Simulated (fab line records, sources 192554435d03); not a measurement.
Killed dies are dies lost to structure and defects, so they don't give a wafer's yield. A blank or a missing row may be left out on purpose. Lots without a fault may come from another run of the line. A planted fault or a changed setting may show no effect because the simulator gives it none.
A struck lot beside a sound one | flow n5_finfet | 16 steps out of a route of 1938
Sound: wafers L805.1, L805.3, L805.5. Struck: wafer L791.4. (L791.3, L791.5 of the same lot were not struck and are left out.) The cause comes at the end.
At each step with rows: each side's tool, then ch and its chambers, then its first start. Under that, the readings that differ: sound wafers | struck wafers | difference of the means | sigmas: that difference in standard deviations of wafers without a fault.
alike: readings whose means differ by less than 2 such deviations, and words and numbers that are the same on both sides. not compared: withheld readings, readings that some wafer has no value for, bounds like >300 that may hide the same value, and numbers for which the record gives no deviation and whose values overlap.
The two part at a step that has a row with sigmas, a row that says differs or no value, or rows on one side only. Numbers that don't overlap but have no deviation are shown without sigmas and don't part them. A reading that every wafer of one side lacks parts them only if that side has two wafers or more.

first, 4 steps without rows for these wafers: N5_BEOL_M7_HM_STRIP_39 (strips TiN in peroxide tin strip, target depth 25 nm, time 158 s); N5_BEOL_M7_SRD_40 (time 30 s); N5_BEOL_M7_PRECLEAN_42 (cleans in residue remover, time 60 s); N5_BEOL_M7_SRD_43 (time 30 s).
N5_BEOL_M7_CD_MEAS_35: target cd 40 nm.
  sound on cd_sem-03, day 13 18:50; struck on cd_sem-03, day 10 03:25
  alike: cd_nm
N5_BEOL_M7_CURE_75: cures SiCOH lowk, time 120 s.
  sound on uv_cure-03 ch 1, day 13 18:53; struck on uv_cure-03 ch 2, day 10 03:34
  alike: lamp_power_pct, wafer_temp_C_max
N5_BEOL_M7_DEGAS_44: time 60 s.
  sound on pvd_sputter-03, day 13 19:12; struck on pvd_sputter-02, day 10 04:33
  reading            | sound       | struck | difference | sigmas
  heater_power_w (W) | 329 340 349 | 244    | -95        | -3
N5_BEOL_M7_PRE_CLEAN_45: time 30 s.
  sound on pvd_sputter-03, day 13 19:14; struck on pvd_sputter-02, day 10 04:35
  reading            | sound       | struck | difference | sigmas
  heater_power_w (W) | 338 339 333 | 237    | -100       | -3
N5_BEOL_M7_ALD_77: deposits TaN, target thk 2 nm, pulse time 2 s, purge time 3 s.
  sound on ald_metal-02 ch 2,3, day 13 19:32; struck on ald_metal-02 ch 0, day 10 04:46
  alike: heater_power_w, mfc_carrier_sccm
then, 3 steps without rows for these wafers: N5_BEOL_M7_SURFACE_TREAT_79; N5_BEOL_M7_CVD_78 (deposits Co from CCTBA/H2, target thk 2 nm, time 142.3 s); N5_BEOL_M7_SPUTTER_48 (material Cu, target thk 10 nm, time 1.667 s).
N5_BEOL_M7_ECD_50: material Cu, target thk 300 nm.
  sound on ecd_cu-01 ch 0,1, day 13 21:04; struck on ecd_cu-01 ch 1, day 10 06:26
  reading                                | sound           | struck | difference | sigmas
  model.Cu_of_BEOL_M7_ECD_50.thk_nm (nm) | 301.8 304 298.8 | 543.6  | +242.1     |
N5_BEOL_M7_ANNEAL_51: time 90 s.
  sound on rtp_anneal-01 ch 0, day 13 21:09; struck on rtp_anneal-01 ch 0, day 10 06:41
  alike: wafer_temp_C_max
N5_BEOL_M7_CMP_52: polishes, stops on SiCOH lowk, t overpolish 6.9 s, target thk 80 nm.
  sound on cmp-03 ch 0,1,3, day 13 21:32; struck on cmp-04 ch 1, day 10 07:04
  reading                | sound          | struck | difference | sigmas
  time_to_endpoint_s (s) | 62.0 64.4 62.7 | 109.3  | +46.3      | +19
  alike: motor_current_A
N5_BEOL_M7_THK_MEAS_53: measures by xrf.
  sound on film_metro-02, day 13 21:44; struck on film_metro-01, day 10 07:17
  reading     | sound          | struck | difference | sigmas
  M7_THK (nm) | 76.0 80.9 78.5 | 83.4   | +4.9       | +3

WHERE THEY PART
First at N5_BEOL_M7_DEGAS_44; last, within this record, at N5_BEOL_M7_THK_MEAS_53.

WHY: what the simulator had put in
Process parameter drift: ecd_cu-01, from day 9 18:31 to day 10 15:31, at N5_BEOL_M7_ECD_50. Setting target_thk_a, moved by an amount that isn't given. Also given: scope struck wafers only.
